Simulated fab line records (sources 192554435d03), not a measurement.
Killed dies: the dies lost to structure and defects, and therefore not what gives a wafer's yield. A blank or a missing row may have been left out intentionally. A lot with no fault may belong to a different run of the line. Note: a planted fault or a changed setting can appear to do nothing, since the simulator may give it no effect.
Matching of chambers ; flow n5 finfet ; ald metal-04 running N5_BEOL_M3_ALD_84: 4 sister chambers
The step deposits TaN, pulse time 2 s, purge time 3 s, co reactant purge time 2 s. 14 wafers are shown with their chamber, then 7 later ones without.

== EACH WAFER AND ITS CHAMBER ==
wafer;chamber;heater power w (W)
L084.1;3;426
L084.2;2;396
L084.5;1;339
L083.3;3;446
L083.5;3;432
L083.6;2;391
L086.1;3;429
L086.2;1;338
L086.4;2;416
L091.2;0;395
L091.3;2;416
L091.5;3;442
L092.1;1;337
L092.4;1;329

SIGNATURES (averages over the wafers above)
reading;chamber 0;chamber 1;chamber 2;chamber 3;scatter within a chamber
heater power w;395.00;335.75;404.75;435.00;9.37
Rule: a wafer's distance from a chamber is the root of the sum, over the readings, of the square of ((its reading less the chamber's mean) divided by the reading's scatter). If the next closest chamber is less than 2 further off than the closest, the wafer can't be placed; otherwise it belongs to the closest. The scatter is the square root of a quotient: the sum, over the shown wafers, of each reading's squared deviation from its chamber's mean, divided by wafers minus chambers.

== WAFERS WITH NO CHAMBER GIVEN ==
wafer;heater power w (W)
L092.5;429
L095.1;424
L095.3;396
L095.6;431
L097.1;331
L097.4;338
L097.5;400

== CHAMBER TAKEN BY EACH ==
wafer;from the rows above;in truth
L092.5;can't be placed: 3 or 2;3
L095.1;can't be placed: 3 or 2 or 0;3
L095.3;can't be placed: 0 or 2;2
L095.6;3;3
L097.1;1;1
L097.4;1;1
L097.5;can't be placed: 2 or 0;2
3 of 7 placed correctly. From these rows, 4 cannot be placed; in 4 the true chamber is one of the candidates. 0 placed wrongly.
